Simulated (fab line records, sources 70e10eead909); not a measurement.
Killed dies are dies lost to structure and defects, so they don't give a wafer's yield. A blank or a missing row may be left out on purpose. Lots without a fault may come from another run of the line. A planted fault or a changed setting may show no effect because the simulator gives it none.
Chamber matching | flow nand_harc | NHARC_A_BLC_STRIP_29 on rie_diel-11: 4 sister chambers
The step strips in CF4. 20 wafers are shown with their chamber, then 10 later ones without.

WAFERS WITH THEIR CHAMBER
wafer  | chamber | drypump_motor_current_A (A) | oes_product_au (a.u.) | throttle_valve_pct (%)
L074.1 | 0       | 5.7                         | 1.002                 | 13.293
L074.3 | 2       | 5.3                         | 1.000                 | 13.276
L074.6 | 2       | 5.4                         | 1.001                 | 13.271
L077.3 | 2       | 5.3                         | 1.001                 | 13.272
L077.4 | 1       | 5.6                         | 1.002                 | 13.282
L077.6 | 3       | 5.8                         | 0.978                 | 13.282
L085.1 | 2       | 5.3                         | 1.003                 | 13.289
L085.2 | 3       | 5.8                         | 0.992                 | 13.298
L085.3 | 1       | 5.6                         | 0.995                 | 13.272
L083.1 | 2       | 5.3                         | 1.002                 | 13.274
L083.2 | 3       | 5.8                         | 0.986                 | 13.287
L083.3 | 1       | 5.6                         | 0.999                 | 13.284
L083.4 | 0       | 5.7                         | 0.988                 | 13.281
L083.5 | 3       | 5.8                         | 0.981                 | 13.284
L083.6 | 2       | 5.4                         | 0.999                 | 13.286
L087.3 | 0       | 5.7                         | 1.008                 | 13.286
L087.4 | 2       | 5.4                         | 1.002                 | 13.285
L087.6 | 2       | 5.3                         | 0.997                 | 13.288
L091.2 | 2       | 5.3                         | 1.002                 | 13.286
L091.3 | 0       | 5.7                         | 1.011                 | 13.294

SIGNATURES (means of the wafers above)
reading                 | chamber 0 | chamber 1 | chamber 2 | chamber 3 | scatter within a chamber
drypump_motor_current_A | 5.700     | 5.600     | 5.333     | 5.800     | 0.0354
oes_product_au          | 1.00225   | 0.99867   | 1.00078   | 0.98425   | 0.00546
throttle_valve_pct      | 13.28850  | 13.27933  | 13.28078  | 13.28775  | 0.00699
Rule: a wafer's distance from a chamber is the root of the sum, over the readings, of the square of ((its reading less the chamber's mean) divided by the reading's scatter). The wafer belongs to the nearest chamber; if the next one is less than 2 further off, it can't be placed. The scatter: the root of (the sum of the squares of (reading less its chamber's mean) over the shown wafers, divided by (wafers less chambers)).

WAFERS WITHOUT THEIR CHAMBER
wafer  | drypump_motor_current_A (A) | oes_product_au (a.u.) | throttle_valve_pct (%)
L091.6 | 5.7                         | 1.005                 | 13.268
L093.3 | 5.3                         | 1.002                 | 13.274
L093.4 | 5.6                         | 1.000                 | 13.286
L093.6 | 5.7                         | 1.004                 | 13.280
L094.1 | 5.7                         | 1.010                 | 13.285
L094.2 | 5.8                         | 0.991                 | 13.293
L094.4 | 5.3                         | 1.024                 | 13.275
L097.2 | 5.6                         | 1.009                 | 13.287
L097.4 | 5.8                         | 0.999                 | 13.270
L097.5 | 5.6                         | 0.999                 | 13.267

WHICH CHAMBER EACH WENT THROUGH
wafer  | from the rows above     | in truth
L091.6 | can't be placed: 0 or 1 | 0
L093.3 | 2                       | 2
L093.4 | can't be placed: 1 or 0 | 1
L093.6 | can't be placed: 0 or 1 | 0
L094.1 | 0                       | 0
L094.2 | 3                       | 3
L094.4 | 2                       | 2
L097.2 | can't be placed: 1 or 0 | 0
L097.4 | can't be placed: 3 or 0 | 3
L097.5 | 1                       | 1
Placed correctly: 5 of 10. Can't be placed from these rows: 5 (the true chamber is among the candidates in 5). Placed wrongly: 0.
